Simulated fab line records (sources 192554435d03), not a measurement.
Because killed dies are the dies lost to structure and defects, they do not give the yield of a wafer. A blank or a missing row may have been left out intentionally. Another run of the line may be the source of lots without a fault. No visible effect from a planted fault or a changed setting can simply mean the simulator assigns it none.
Matching of chambers || flow n5 finfet || N5_BEOL_M7_STRIP_19 on rie diel-03 has 4 sister chambers
The step strips in O2. 8 wafers are shown with their chamber, then 11 later ones without.

WAFERS, EACH WITH ITS CHAMBER
{"wafer": "L080.3", "chamber": 0, "showerhead plenum p Torr (Torr)": 2.18, "drypump motor current A (A)": 5.7}
{"wafer": "L088.1", "chamber": 2, "showerhead plenum p Torr (Torr)": 2.12, "drypump motor current A (A)": 6.2}
{"wafer": "L088.2", "chamber": 3, "showerhead plenum p Torr (Torr)": 1.99, "drypump motor current A (A)": 5.8}
{"wafer": "L088.3", "chamber": 0, "showerhead plenum p Torr (Torr)": 2.18, "drypump motor current A (A)": 5.7}
{"wafer": "L087.1", "chamber": 1, "showerhead plenum p Torr (Torr)": 2.00, "drypump motor current A (A)": 6.8}
{"wafer": "L087.2", "chamber": 2, "showerhead plenum p Torr (Torr)": 2.12, "drypump motor current A (A)": 6.2}
{"wafer": "L087.3", "chamber": 3, "showerhead plenum p Torr (Torr)": 1.99, "drypump motor current A (A)": 5.9}
{"wafer": "L091.3", "chamber": 1, "showerhead plenum p Torr (Torr)": 1.99, "drypump motor current A (A)": 6.8}

WAFERS WHOSE CHAMBER IS MISSING
{"wafer": "L091.4", "showerhead plenum p Torr (Torr)": 1.98, "drypump motor current A (A)": 5.8}
{"wafer": "L091.6", "showerhead plenum p Torr (Torr)": 2.12, "drypump motor current A (A)": 6.2}
{"wafer": "L093.1", "showerhead plenum p Torr (Torr)": 1.99, "drypump motor current A (A)": 6.8}
{"wafer": "L093.4", "showerhead plenum p Torr (Torr)": 2.17, "drypump motor current A (A)": 5.7}
{"wafer": "L093.6", "showerhead plenum p Torr (Torr)": 2.12, "drypump motor current A (A)": 6.3}
{"wafer": "L090.2", "showerhead plenum p Torr (Torr)": 2.12, "drypump motor current A (A)": 6.2}
{"wafer": "L090.3", "showerhead plenum p Torr (Torr)": 1.98, "drypump motor current A (A)": 5.8}
{"wafer": "L090.5", "showerhead plenum p Torr (Torr)": 1.99, "drypump motor current A (A)": 6.8}
{"wafer": "L095.3", "showerhead plenum p Torr (Torr)": 1.99, "drypump motor current A (A)": 6.8}
{"wafer": "L095.5", "showerhead plenum p Torr (Torr)": 2.12, "drypump motor current A (A)": 6.2}
{"wafer": "L095.6", "showerhead plenum p Torr (Torr)": 1.98, "drypump motor current A (A)": 5.8}

THE CHAMBER EACH PASSED THROUGH
{"wafer": "L091.4", "from the rows above": 3, "in truth": 3}
{"wafer": "L091.6", "from the rows above": 2, "in truth": 2}
{"wafer": "L093.1", "from the rows above": 1, "in truth": 1}
{"wafer": "L093.4", "from the rows above": 0, "in truth": 0}
{"wafer": "L093.6", "from the rows above": 2, "in truth": 2}
{"wafer": "L090.2", "from the rows above": 2, "in truth": 2}
{"wafer": "L090.3", "from the rows above": 3, "in truth": 3}
{"wafer": "L090.5", "from the rows above": 1, "in truth": 1}
{"wafer": "L095.3", "from the rows above": 1, "in truth": 1}
{"wafer": "L095.5", "from the rows above": 2, "in truth": 2}
{"wafer": "L095.6", "from the rows above": 3, "in truth": 3}
Placed correctly: 11 of 11. Can't be placed from these rows: 0. Number placed wrongly: 0.
How it was worked out, from the rows above alone: a wafer's distance from a chamber is the root of the sum, over the readings, of the square of ((its reading less the chamber's mean) divided by the reading's scatter). If the next closest chamber is less than 2 further off than the closest, the wafer can't be placed; otherwise it belongs to the closest. The mean given for a chamber averages the wafers shown for that chamber. The scatter: the root of (the sum of the squares of (reading less its chamber's mean) over the shown wafers, divided by (wafers less chambers)).
